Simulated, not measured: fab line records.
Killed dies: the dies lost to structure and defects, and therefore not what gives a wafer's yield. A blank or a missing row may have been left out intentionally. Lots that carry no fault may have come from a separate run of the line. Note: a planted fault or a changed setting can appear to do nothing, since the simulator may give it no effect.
8D (eight disciplines) problem report, filled in by code | flow n5_finfet | the parts of the form that need people (team, actions taken, sign-off) are left out

== 1. THE PROBLEM ==
Wafers with no fault read 0.07 Pa with a standard deviation of 0.00013, whereas chamber_pressure_pa at N5_BEOL_M1_SPUTTER_90 reads a mean of 0.09 Pa on 1 wafer of 1 lot. That is +99 or more standard deviations from the usual mean.
The step: material Cu, target thk 4.5 nm, time 8.29 s.
The first sign was on wafer L492.4 at day 10 00:55, on pvd_sputter-01. At this step, 29 wafers from 11 lots have a number in the record. Rule for "out" (also "out of limits"): further than 4 standard deviations from the usual mean. The other wafers with a number count as sound.

== 2. WHAT IT IS, WHAT IT ISN'T ==
question                    | is                  | is not
which readings at this step | chamber_pressure_pa | susceptor_temp_C
which lots                  | L492                | L481, L482, L483, L485, L493, L494, L495, L497, L498, L503
which wafers of those lots  | L492.4              | L492.1, L492.5
read on which tools         | pvd_sputter-01      | pvd_sputter-02, pvd_sputter-03
when                        | from day 10 00:55   | up to then (12 sound wafers); but 16 sound wafers of L493, L494, L495, L497, L498, L503 came after

== 3. THE SUSPECTS, EACH WITH WHAT RULES IT OUT ==
Counting: if a tool at a process step up to the reading ran every lot that is out, it stays a suspect. Sound lots after the first of them don't rule it out here, since some wafers of a struck lot are sound.
- pvd_sputter-01 at N5_BEOL_M1_ANNEAL_49 (time 240 s): kept. It processed L492, the lot that is out, at day 9 23:53, and its most recent sound lot before then was L485 at day 7 11:41.
- pvd_sputter-01 at N5_BEOL_M1_SPUTTER_90 (material Cu, target thk 4.5 nm, time 8.29 s): kept. It processed L492, the lot that is out, at day 10 00:55, and its most recent sound lot before then was L485 at day 7 12:42. On those wafers its own readings are out: chamber_pressure_pa.
Left after counting: pvd_sputter-01 at N5_BEOL_M1_ANNEAL_49, pvd_sputter-01 at N5_BEOL_M1_SPUTTER_90.

== 4. THE CAUSE (what the simulator had put in) ==
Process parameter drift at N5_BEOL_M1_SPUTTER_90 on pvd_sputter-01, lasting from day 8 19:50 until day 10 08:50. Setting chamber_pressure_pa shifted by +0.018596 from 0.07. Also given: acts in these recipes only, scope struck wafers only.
This tool is one of the 2 suspects left after counting.

== 5. THE CHAIN OF EFFECTS, in route order ==
Each row: a reading whose mean over the struck wafers that have a number lies more than 3 standard deviations from the usual. Scope: only readings with a usual standard deviation given in the record; hours: median across lots of the time from each lot's start at the first step in this table that gives one to its start at this step; sigmas: change in usual standard deviations.
hours | step                  | reading             | usual   | on struck wafers | change | sigmas
0     | N5_BEOL_M1_SPUTTER_90 | chamber_pressure_pa | 0.07 Pa | 0.09             | +0.02  | +99 or more
0     | N5_BEOL_M1_SPUTTER_90 | throttle_valve_pct  | 29.9 %  | 26.7             | -3.2   | -3.3
Process steps it contains:
- N5_BEOL_M1_SPUTTER_90: material Cu, target thk 4.5 nm, time 8.29 s.
At these later measuring or inspecting steps, every struck wafer for which the step has a row has a number for every such reading, and none has moved that far: N5_BEOL_M4_RC_MEAS_101.

== 6. HOW IT WOULD HAVE BEEN CAUGHT EARLIER ==
First out-of-limits reading in this record: day 10 00:55, which is 29 hours after fault onset at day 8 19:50.
